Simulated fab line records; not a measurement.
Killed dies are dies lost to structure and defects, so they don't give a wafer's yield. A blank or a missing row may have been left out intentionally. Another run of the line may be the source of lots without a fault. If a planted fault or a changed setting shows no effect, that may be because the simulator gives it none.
Matching of chambers | flow nandHarc | 4 sister chambers for NHARC_A_M0_ETCH_34 on rieDiel-08
The step etches the open film in N2/H2, target depth 40 nm, overetch 12 nm, time 43.94 s. 16 wafers are shown with their chamber, then 8 later ones without.

== WAFERS WITH THEIR CHAMBER ==
wafer  | chamber | drypumpMotorCurrentA (A) | rfVppV (V) | oesProductAu (a.u.)
L075.4 | 3       | 5.7                      | 430.7      | 0.982
L075.5 | 0       | 6.3                      | 429.2      | 1.012
L075.6 | 1       | 5.9                      | 426.1      | 0.984
L080.3 | 1       | 5.9                      | 426.6      | 0.993
L080.5 | 1       | 6.0                      | 427.2      | 0.990
L080.6 | 2       | 5.4                      | 427.9      | 1.004
L081.2 | 1       | 5.9                      | 427.5      | 0.991
L081.4 | 2       | 5.4                      | 429.5      | 0.992
L081.5 | 0       | 6.3                      | 429.2      | 0.989
L083.1 | 0       | 6.3                      | 429.9      | 0.996
L083.4 | 3       | 5.6                      | 429.7      | 0.984
L083.6 | 0       | 6.3                      | 429.8      | 0.993
L084.2 | 0       | 6.3                      | 430.4      | 1.007
L084.4 | 2       | 5.4                      | 426.0      | 0.995
L084.6 | 1       | 5.9                      | 426.9      | 0.991
L088.4 | 3       | 5.7                      | 429.7      | 0.990

SIGNATURES (means of the wafers above)
reading              | chamber 0 | chamber 1 | chamber 2 | chamber 3 | scatter within a chamber
drypumpMotorCurrentA | 6.300     | 5.920     | 5.400     | 5.667     | 0.035
rfVppV               | 429.700   | 426.860   | 427.800   | 430.033   | 0.867
oesProductAu         | 0.99940   | 0.98980   | 0.99700   | 0.98533   | 0.00669
Rule: for a wafer and a chamber, the distance is found by dividing, reading by reading, the gap between the wafer's reading and the chamber's mean by the reading's scatter, squaring, summing and taking the root. The wafer belongs to the nearest chamber; if the next one is less than 2 further off, it can't be placed. The scatter: the root of (the sum of the squares of (reading less its chamber's mean) over the shown wafers, divided by (wafers less chambers)).

== WAFERS WITHOUT THEIR CHAMBER ==
wafer  | drypumpMotorCurrentA (A) | rfVppV (V) | oesProductAu (a.u.)
L088.5 | 6.0                      | 426.5      | 0.996
L088.6 | 6.3                      | 428.6      | 1.006
L090.1 | 5.6                      | 430.6      | 0.993
L090.2 | 6.0                      | 426.2      | 1.004
L090.4 | 5.4                      | 429.9      | 1.008
L091.2 | 6.3                      | 430.5      | 1.005
L091.3 | 5.3                      | 429.8      | 1.010
L091.6 | 6.3                      | 429.9      | 1.008

== THE CHAMBER EACH PASSED THROUGH ==
wafer  | from the rows above | in truth
L088.5 | 1                   | 1
L088.6 | 0                   | 0
L090.1 | 3                   | 3
L090.2 | 1                   | 1
L090.4 | 2                   | 2
L091.2 | 0                   | 0
L091.3 | 2                   | 2
L091.6 | 0                   | 0
Placed correctly: 8 of 8. From these rows, 0 cannot be placed. Wrongly placed: 0.
